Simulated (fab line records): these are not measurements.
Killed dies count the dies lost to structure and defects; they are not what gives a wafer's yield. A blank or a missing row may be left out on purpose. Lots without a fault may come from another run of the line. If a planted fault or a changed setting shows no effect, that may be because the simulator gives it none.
Matching of chambers :: flow n5 finfet :: N5_BEOL_M3_ETCH_69 on rie diel-04: 4 sister chambers
The step etches SiARC in CF4, target depth 15.6 nm, time 26 s. 7 wafers are shown with their chamber, then 8 later ones without.

== WAFERS WITH THEIR CHAMBER ==
wafer: L080.5
chamber: 0
showerhead plenum p Torr (Torr): 2.06
throttle valve pct (%): 15.72

wafer: L083.2
chamber: 0
showerhead plenum p Torr (Torr): 2.06
throttle valve pct (%): 15.73

wafer: L083.6
chamber: 1
showerhead plenum p Torr (Torr): 2.08
throttle valve pct (%): 15.36

wafer: L084.1
chamber: 3
showerhead plenum p Torr (Torr): 2.14
throttle valve pct (%): 15.92

wafer: L084.2
chamber: 2
showerhead plenum p Torr (Torr): 2.28
throttle valve pct (%): 15.29

wafer: L084.3
chamber: 1
showerhead plenum p Torr (Torr): 2.08
throttle valve pct (%): 15.34

wafer: L085.2
chamber: 3
showerhead plenum p Torr (Torr): 2.13
throttle valve pct (%): 15.95

== WAFERS WITH NO CHAMBER GIVEN ==
wafer: L085.3
showerhead plenum p Torr (Torr): 2.08
throttle valve pct (%): 15.35

wafer: L085.6
showerhead plenum p Torr (Torr): 2.08
throttle valve pct (%): 15.34

wafer: L086.3
showerhead plenum p Torr (Torr): 2.28
throttle valve pct (%): 15.29

wafer: L086.4
showerhead plenum p Torr (Torr): 2.05
throttle valve pct (%): 15.74

wafer: L086.6
showerhead plenum p Torr (Torr): 2.05
throttle valve pct (%): 15.74

wafer: L089.1
showerhead plenum p Torr (Torr): 2.08
throttle valve pct (%): 15.37

wafer: L089.3
showerhead plenum p Torr (Torr): 2.28
throttle valve pct (%): 15.31

wafer: L089.4
showerhead plenum p Torr (Torr): 2.05
throttle valve pct (%): 15.74

== WHICH CHAMBER EACH WENT THROUGH ==
wafer: L085.3
from the rows above: 1
in truth: 1

wafer: L085.6
from the rows above: 1
in truth: 1

wafer: L086.3
from the rows above: 2
in truth: 2

wafer: L086.4
from the rows above: 0
in truth: 0

wafer: L086.6
from the rows above: 0
in truth: 0

wafer: L089.1
from the rows above: 1
in truth: 1

wafer: L089.3
from the rows above: 2
in truth: 2

wafer: L089.4
from the rows above: 0
in truth: 0
8 of 8 placed correctly. Left unplaced by these rows: 0. Placed wrongly: 0.
How it was worked out, from the rows above alone: a wafer's distance from a chamber is the root of the sum, over the readings, of the square of ((its reading less the chamber's mean) divided by the reading's scatter). If the next closest chamber is less than 2 further off than the closest, the wafer can't be placed; otherwise it belongs to the closest. Each chamber's mean is taken over the wafers shown for it. The scatter is the square root of a quotient: the sum, over the shown wafers, of each reading's squared deviation from its chamber's mean, divided by wafers minus chambers.
